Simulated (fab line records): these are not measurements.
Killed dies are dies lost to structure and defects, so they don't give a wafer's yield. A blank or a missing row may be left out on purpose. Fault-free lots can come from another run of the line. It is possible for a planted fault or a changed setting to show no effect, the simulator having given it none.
Split-lot study / flow n5_finfet / 39 wafers read from 7 lots, route of 1938 steps

== ON THE SPLIT ==
At N5_MOL_CONTACT_COAG_ETCH_91 (etches SOC in N2/H2, target depth 60 nm, overetch 21 nm, time 101.2 s), the setting source_w was moved away from the recipe's 840 W on 18 of the 39 wafers read, by -13.5% to +17.7%. The other wafers ran this setting at the recipe's value.

Reading taken at the split's own step.

== THE READING ==
rf_vpp_V, in V, at N5_MOL_CONTACT_COAG_ETCH_91 (etches SOC in N2/H2, target depth 60 nm, overetch 21 nm, time 101.2 s). Typical for fault-free wafers on this fab line: 523.5 V, with standard deviation 2.6 V.

wafer=L074.1; tool, chamber at the split=rie_diel-05, 3; source_w as run, W=840; against the recipe=recipe; rf_vpp_V, V=525.0; against lot-mates on the recipe=-
wafer=L074.2; tool, chamber at the split=rie_diel-05, 0; source_w as run, W=956.5; against the recipe=+13.9%; rf_vpp_V, V=501.5; against lot-mates on the recipe=-22.2
wafer=L074.3; tool, chamber at the split=rie_diel-05, 2; source_w as run, W=840; against the recipe=recipe; rf_vpp_V, V=525.3; against lot-mates on the recipe=-
wafer=L074.4; tool, chamber at the split=rie_diel-05, 1; source_w as run, W=956.5; against the recipe=+13.9%; rf_vpp_V, V=496.8; against lot-mates on the recipe=-26.9
wafer=L074.5; tool, chamber at the split=rie_diel-05, 2; source_w as run, W=956.5; against the recipe=+13.9%; rf_vpp_V, V=502.2; against lot-mates on the recipe=-21.5
wafer=L074.6; tool, chamber at the split=rie_diel-05, 1; source_w as run, W=840; against the recipe=recipe; rf_vpp_V, V=520.8; against lot-mates on the recipe=-
wafer=L077.1; tool, chamber at the split=rie_diel-04, 0; source_w as run, W=960.7; against the recipe=+14.4%; rf_vpp_V, V=502.9; against lot-mates on the recipe=-23.2
wafer=L077.2; tool, chamber at the split=rie_diel-04, 2; source_w as run, W=840; against the recipe=recipe; rf_vpp_V, V=526.2; against lot-mates on the recipe=-
wafer=L077.3; tool, chamber at the split=rie_diel-04, 3; source_w as run, W=960.7; against the recipe=+14.4%; rf_vpp_V, V=498.1; against lot-mates on the recipe=-28.0
wafer=L077.4; tool, chamber at the split=rie_diel-04, 1; source_w as run, W=840; against the recipe=recipe; rf_vpp_V, V=525.4; against lot-mates on the recipe=-
wafer=L077.5; tool, chamber at the split=rie_diel-04, 2; source_w as run, W=840; against the recipe=recipe; rf_vpp_V, V=526.8; against lot-mates on the recipe=-
wafer=L077.6; tool, chamber at the split=rie_diel-04, 1; source_w as run, W=960.7; against the recipe=+14.4%; rf_vpp_V, V=502.7; against lot-mates on the recipe=-23.4
wafer=L078.1; tool, chamber at the split=rie_diel-04, 3; source_w as run, W=840; against the recipe=recipe; rf_vpp_V, V=520.9; against lot-mates on the recipe=-
wafer=L078.2; tool, chamber at the split=rie_diel-04, 0; source_w as run, W=726.9; against the recipe=-13.5%; rf_vpp_V, V=553.1; against lot-mates on the recipe=+28.4
wafer=L078.3; tool, chamber at the split=rie_diel-04, 2; source_w as run, W=726.9; against the recipe=-13.5%; rf_vpp_V, V=553.1; against lot-mates on the recipe=+28.4
wafer=L078.4; tool, chamber at the split=rie_diel-04, 1; source_w as run, W=840; against the recipe=recipe; rf_vpp_V, V=524.9; against lot-mates on the recipe=-
wafer=L078.5; tool, chamber at the split=rie_diel-04, 2; source_w as run, W=840; against the recipe=recipe; rf_vpp_V, V=528.4; against lot-mates on the recipe=-
wafer=L078.6; tool, chamber at the split=rie_diel-04, 3; source_w as run, W=726.9; against the recipe=-13.5%; rf_vpp_V, V=547.5; against lot-mates on the recipe=+22.8
wafer=L079.1; tool, chamber at the split=rie_diel-05, 2; source_w as run, W=840; against the recipe=recipe; rf_vpp_V, V=526.9; against lot-mates on the recipe=-
wafer=L079.2; tool, chamber at the split=rie_diel-05, 1; source_w as run, W=840; against the recipe=recipe; rf_vpp_V, V=521.2; against lot-mates on the recipe=-
wafer=L079.3; tool, chamber at the split=rie_diel-05, 3; source_w as run, W=840; against the recipe=recipe; rf_vpp_V, V=523.2; against lot-mates on the recipe=-
wafer=L079.4; tool, chamber at the split=rie_diel-05, 0; source_w as run, W=989; against the recipe=+17.7%; rf_vpp_V, V=494.5; against lot-mates on the recipe=-29.3
wafer=L079.5; tool, chamber at the split=rie_diel-05, 2; source_w as run, W=989; against the recipe=+17.7%; rf_vpp_V, V=497.2; against lot-mates on the recipe=-26.6
wafer=L079.6; tool, chamber at the split=rie_diel-05, 1; source_w as run, W=989; against the recipe=+17.7%; rf_vpp_V, V=491.9; against lot-mates on the recipe=-31.9
wafer=L082.1; tool, chamber at the split=rie_diel-04, 3; source_w as run, W=726.8; against the recipe=-13.5%; rf_vpp_V, V=547.3; against lot-mates on the recipe=+22.3
wafer=L082.2; tool, chamber at the split=rie_diel-04, 0; source_w as run, W=726.8; against the recipe=-13.5%; rf_vpp_V, V=553.7; against lot-mates on the recipe=+28.7
wafer=L082.3; tool, chamber at the split=rie_diel-04, 2; source_w as run, W=840; against the recipe=recipe; rf_vpp_V, V=523.8; against lot-mates on the recipe=-
wafer=L082.4; tool, chamber at the split=rie_diel-04, 1; source_w as run, W=726.8; against the recipe=-13.5%; rf_vpp_V, V=551.7; against lot-mates on the recipe=+26.7
wafer=L082.5; tool, chamber at the split=rie_diel-04, 1; source_w as run, W=840; against the recipe=recipe; rf_vpp_V, V=524.9; against lot-mates on the recipe=-
wafer=L082.6; tool, chamber at the split=rie_diel-04, 2; source_w as run, W=840; against the recipe=recipe; rf_vpp_V, V=526.2; against lot-mates on the recipe=-
wafer=L094.1; tool, chamber at the split=rie_diel-04, 3; source_w as run, W=759.9; against the recipe=-9.5%; rf_vpp_V, V=538.1; against lot-mates on the recipe=+14.4
wafer=L094.2; tool, chamber at the split=rie_diel-04, 2; source_w as run, W=759.9; against the recipe=-9.5%; rf_vpp_V, V=542.9; against lot-mates on the recipe=+19.2
wafer=L094.3; tool, chamber at the split=rie_diel-04, 0; source_w as run, W=840; against the recipe=recipe; rf_vpp_V, V=526.3; against lot-mates on the recipe=-
wafer=L094.4; tool, chamber at the split=rie_diel-04, 1; source_w as run, W=759.9; against the recipe=-9.5%; rf_vpp_V, V=542.6; against lot-mates on the recipe=+18.9
wafer=L094.5; tool, chamber at the split=rie_diel-04, 2; source_w as run, W=840; against the recipe=recipe; rf_vpp_V, V=524.3; against lot-mates on the recipe=-
wafer=L094.6; tool, chamber at the split=rie_diel-04, 3; source_w as run, W=840; against the recipe=recipe; rf_vpp_V, V=520.5; against lot-mates on the recipe=-
wafer=L095.1; tool, chamber at the split=rie_diel-04, 0; source_w as run, W=840; against the recipe=recipe; rf_vpp_V, V=526.6; against lot-mates on the recipe=-
wafer=L095.3; tool, chamber at the split=rie_diel-04, 2; source_w as run, W=840; against the recipe=recipe; rf_vpp_V, V=526.4; against lot-mates on the recipe=-
wafer=L095.6; tool, chamber at the split=rie_diel-04, 2; source_w as run, W=840; against the recipe=recipe; rf_vpp_V, V=525.3; against lot-mates on the recipe=-

FIT RESULTS
A straight line over all 39 wafers: rf_vpp_V changes by -1.79 V for each +1% of source_w; r = -0.99; the points scatter about the line by 2.6 V.
The same after taking each lot's own level away (the mean of its wafers on the recipe; 39 wafers): -1.78 V for each +1%; r = -0.99; scatter 2.4 V.
According to that fit, moving source_w by its largest amount changes the reading by 32 V.
Measured against the standard deviation above, the lots' own levels, which go from 523.70 to 526.13 V, span 0.9 times it.
Hence the lot-to-lot level has little effect on the slope; both slopes agree.
Check: for one of the wafers moved furthest among these (+17.7%), held out of the fit, the line's prediction against its lot-mates is -31.1 V. Against them it came out at -29.3 V.
Tool readings at the split's step, against how far the setting was moved: rf_vpp_V r = -0.99.

== THE OTHER SPLITS THESE WAFERS WENT THROUGH ==
Before the reading, these wafers also passed through other splits. Each is held against what the fit with the lots' levels taken away leaves over:
other split on the same wafers=N5_DUMMY_GATE_ETCH_37 source_w; wafers away from the commonest value=18; r with rf_vpp_V (lot level and that fit taken away)=+0.03
other split on the same wafers=N5_DUMMY_GATE_ETCH_31 target_depth_a; wafers away from the commonest value=18; r with rf_vpp_V (lot level and that fit taken away)=+0.02
other split on the same wafers=N5_DUMMY_GATE_ETCH_42 bias_w; wafers away from the commonest value=18; r with rf_vpp_V (lot level and that fit taken away)=+0.14

== FILE'S OWN FIT ==
rf_vpp_V changes by -1.78 V for each +1% of source_w, r = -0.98.
